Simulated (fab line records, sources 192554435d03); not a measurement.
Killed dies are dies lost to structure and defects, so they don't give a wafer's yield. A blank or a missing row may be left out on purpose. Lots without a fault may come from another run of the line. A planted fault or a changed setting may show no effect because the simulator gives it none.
A struck lot beside a sound one | flow n5_finfet | 15 steps out of a route of 1938
Sound: wafers L413.1, L413.2, L413.5. Struck: wafers L419.2, L419.4, L419.5. The cause comes at the end.
At each step with rows: each side's tool, then ch and its chambers, then its first start. Under that, the readings that differ: sound wafers | struck wafers | difference of the means | sigmas: that difference in standard deviations of wafers without a fault.
alike: readings whose means differ by less than 2 such deviations, and words and numbers that are the same on both sides. not compared: withheld readings, readings that some wafer has no value for, bounds like >300 that may hide the same value, and numbers for which the record gives no deviation and whose values overlap.
The two part at a step that has a row with sigmas, a row that says differs or no value, or rows on one side only. Numbers that don't overlap but have no deviation are shown without sigmas and don't part them. A reading that every wafer of one side lacks parts them only if that side has two wafers or more.

first, 1 step without rows for these wafers: N5_BEOL_M3_SPUTTER_92 (material Cu, target thk 4.5 nm, time 8.29 s).
N5_BEOL_M3_ANNEAL_93: time 240 s.
  sound on pvd_sputter-01, day 9 18:42; struck on pvd_sputter-02, day 12 08:35
  alike: heater_power_w
N5_BEOL_M3_SPUTTER_94: material Cu, target thk 4.5 nm, time 8.29 s.
  sound on pvd_sputter-01, day 9 18:50; struck on pvd_sputter-02, day 12 08:43
  alike: chamber_pressure_pa, substrate_temp_c, throttle_valve_pct
N5_BEOL_M3_ANNEAL_95: time 240 s.
  sound on pvd_sputter-01, day 9 18:55; struck on pvd_sputter-02, day 12 08:48
  alike: heater_power_w
then, 2 steps without rows for these wafers: N5_BEOL_M3_SPUTTER_96 (material Cu, target thk 4.5 nm, time 8.29 s); N5_BEOL_M3_ECD_50 (material Cu, target thk 300 nm).
N5_BEOL_M3_ANNEAL_51: time 90 s.
  sound on rtp_anneal-01 ch 0, day 9 19:15; struck on rtp_anneal-02 ch 0, day 12 09:16
  alike: wafer_temp_C_max
then, 1 step without rows for these wafers: N5_BEOL_M3_CMP_52 (polishes, stops on SiOC, t overpolish 6.8 s, target thk 40 nm).
N5_BEOL_M3_THK_MEAS_53: measures by xrf.
  sound on film_metro-02, day 9 19:51; struck on film_metro-02, day 12 09:49
  reading     | sound          | struck         | difference | sigmas
  M3_THK (nm) | 40.3 39.5 41.4 | 43.0 44.4 44.7 | +3.6       | +2
N5_BEOL_M3_PRE_CLEAN_60: time 15 s.
  sound on cvd_co-01 ch 0,1,2, day 9 19:53; struck on cvd_co-01 ch 0,1, day 12 09:51
  alike: heater_power_w
then, 2 steps without rows for these wafers: N5_BEOL_M3_CO_CAP_55 (material Co, precursor CCTBA/H2, target thk 2 nm, time 102.1 s); N5_BEOL_M3_PRE_CLEAN_56 (time 15 s).
N5_BEOL_M3_DEP_57: deposits SiCN from 3MS/NH3, target thk 8 nm, time 14 s.
  sound on pecvd-01 ch 0,1, day 9 20:03; struck on pecvd-04 ch 0,1,2, day 12 10:01
  no value came back on the struck wafers for chamber_pressure_Torr (Torr), rf_fwd_power_W (W), showerhead_plenum_p_Torr (Torr), throttle_valve_pct (%); on the sound wafers chamber_pressure_Torr (Torr) reads 3.000 2.985 3.000
N5_BEOL_M4_RC_MEAS_101:
  the record has rows for the sound wafers here (prober-02 ch 0, day 10 16:11) and none for the struck ones
-- the record jumps here: 5 days lie between the struck wafers' starts before and after (it left off in module BEOL_M4 and takes up again in module PASSIVATION, whose first step shown is number 1936 of the route) --
N5_PASSIVATION_PROBE_49:
  the record has rows for the struck wafers here (prober-01, day 17 12:55) and none for the sound ones

WHERE THEY PART
First at N5_BEOL_M3_THK_MEAS_53; last, within this record, at N5_PASSIVATION_PROBE_49.

WHY: what the simulator had put in
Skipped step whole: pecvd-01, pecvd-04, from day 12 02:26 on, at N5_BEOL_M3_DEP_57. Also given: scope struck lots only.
